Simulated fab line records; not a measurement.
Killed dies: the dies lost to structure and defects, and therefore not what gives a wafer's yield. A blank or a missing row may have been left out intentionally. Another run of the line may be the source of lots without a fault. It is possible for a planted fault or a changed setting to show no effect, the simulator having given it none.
Matching of chambers + flow nand-harc + rie-diel-02 running NHARC_A_STAIRCASE_DESCUM_312: 4 sister chambers
The step chemistry O2, time 3 s. 4 wafers are shown with their chamber, then 7 later ones without.

## WAFERS WITH THEIR CHAMBER
| wafer  | chamber | drypump-motor-current-A (A) |
|--------|---------|-----------------------------|
| L088.1 | 2       | 5.7                         |
| L088.4 | 0       | 6.1                         |
| L087.1 | 1       | 6.0                         |
| L087.3 | 3       | 5.2                         |

## WAFERS WITH NO CHAMBER GIVEN
| wafer  | drypump-motor-current-A (A) |
|--------|-----------------------------|
| L087.4 | 6.1                         |
| L091.1 | 6.0                         |
| L091.4 | 5.3                         |
| L091.6 | 5.7                         |
| L090.3 | 6.0                         |
| L090.5 | 5.2                         |
| L090.6 | 5.7                         |

## CHAMBER TAKEN BY EACH
| wafer  | from the rows above | in truth |
|--------|---------------------|----------|
| L087.4 | 0                   | 0        |
| L091.1 | 1                   | 1        |
| L091.4 | 3                   | 3        |
| L091.6 | 2                   | 2        |
| L090.3 | 1                   | 1        |
| L090.5 | 3                   | 3        |
| L090.6 | 2                   | 2        |
Correct placement for 7 of the 7. Can't be placed from these rows: 0. 0 placed wrongly.
How it was worked out, from the rows above alone: a wafer's distance from a chamber is the root of the sum, over the readings, of the square of ((its reading less the chamber's mean) divided by the reading's scatter). The wafer belongs to the nearest chamber; if the next one is less than 2 further off, it can't be placed. For every chamber, the mean is computed from those of its wafers that are shown. The scatter (one wafer shown for each chamber): square how far every hidden wafer sits from the nearest shown wafer, average those squares and take the square root.
